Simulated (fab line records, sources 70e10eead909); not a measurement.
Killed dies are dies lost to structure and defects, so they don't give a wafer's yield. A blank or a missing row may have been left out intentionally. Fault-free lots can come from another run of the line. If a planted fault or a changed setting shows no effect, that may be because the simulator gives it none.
Chamber matching + flow nand harc + 3 sister chambers for NHARC_A_ONON_D1_DEP_33 on pecvd-04
The step deposits SiO2, target thk 200 nm. 14 wafers are shown with their chamber, then 7 later ones without.

## WAFERS WITH THEIR CHAMBER
| wafer  | chamber | throttle valve pct (%) | heater power w (W) | rf fwd power W (W) |
|--------|---------|------------------------|--------------------|--------------------|
| L287.1 | 1       | 16.2                   | 472                | 897.8              |
| L287.3 | 2       | 15.6                   | 601                | 898.5              |
| L287.5 | 1       | 16.2                   | 466                | 895.4              |
| L291.2 | 0       | 15.6                   | 767                | 896.7              |
| L291.5 | 1       | 16.1                   | 488                | 899.3              |
| L291.6 | 2       | 15.7                   | 552                | 894.5              |
| L299.2 | 2       | 15.8                   | 606                | 895.1              |
| L299.4 | 2       | 15.4                   | 616                | 897.9              |
| L299.5 | 1       | 15.9                   | 517                | 895.2              |
| L301.2 | 0       | 15.5                   | 693                | 896.0              |
| L301.5 | 2       | 15.7                   | 448                | 899.4              |
| L301.6 | 1       | 16.2                   | 549                | 891.8              |
| L305.1 | 2       | 15.6                   | 474                | 903.4              |
| L305.2 | 0       | 15.4                   | 693                | 892.6              |

SIGNATURES (means of the wafers above)
| reading            | chamber 0 | chamber 1 | chamber 2 | scatter within a chamber |
|--------------------|-----------|-----------|-----------|--------------------------|
| throttle valve pct | 15.500    | 16.120    | 15.633    | 0.128                    |
| heater power w     | 717.67    | 498.40    | 549.50    | 56.2                     |
| rf fwd power W     | 895.100   | 895.900   | 898.133   | 2.93                     |
Rule: for a wafer and a chamber, the distance is found by dividing, reading by reading, the gap between the wafer's reading and the chamber's mean by the reading's scatter, squaring, summing and taking the root. If the next closest chamber is less than 2 further off than the closest, the wafer can't be placed; otherwise it belongs to the closest. The scatter: take each reading less its chamber's mean, square it, sum over the shown wafers, divide by the number of wafers less the number of chambers, and take the root.

## WAFERS WITHOUT THEIR CHAMBER
| wafer  | throttle valve pct (%) | heater power w (W) | rf fwd power W (W) |
|--------|------------------------|--------------------|--------------------|
| L305.4 | 15.6                   | 499                | 901.5              |
| L307.1 | 15.5                   | 581                | 901.0              |
| L307.3 | 15.7                   | 651                | 898.6              |
| L307.5 | 15.7                   | 656                | 896.1              |
| L310.1 | 15.5                   | 564                | 902.3              |
| L310.2 | 16.5                   | 446                | 894.2              |
| L310.3 | 15.5                   | 603                | 896.3              |

## THE CHAMBER EACH PASSED THROUGH
| wafer  | from the rows above     | in truth |
|--------|-------------------------|----------|
| L305.4 | 2                       | 2        |
| L307.1 | can't be placed: 2 or 0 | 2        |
| L307.3 | can't be placed: 2 or 0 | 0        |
| L307.5 | can't be placed: 0 or 2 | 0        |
| L310.1 | can't be placed: 2 or 0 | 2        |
| L310.2 | 1                       | 1        |
| L310.3 | can't be placed: 2 or 0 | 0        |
2 of 7 placed correctly. These rows do not allow placing 5 (true chamber among the candidates in 5). Number placed wrongly: 0.
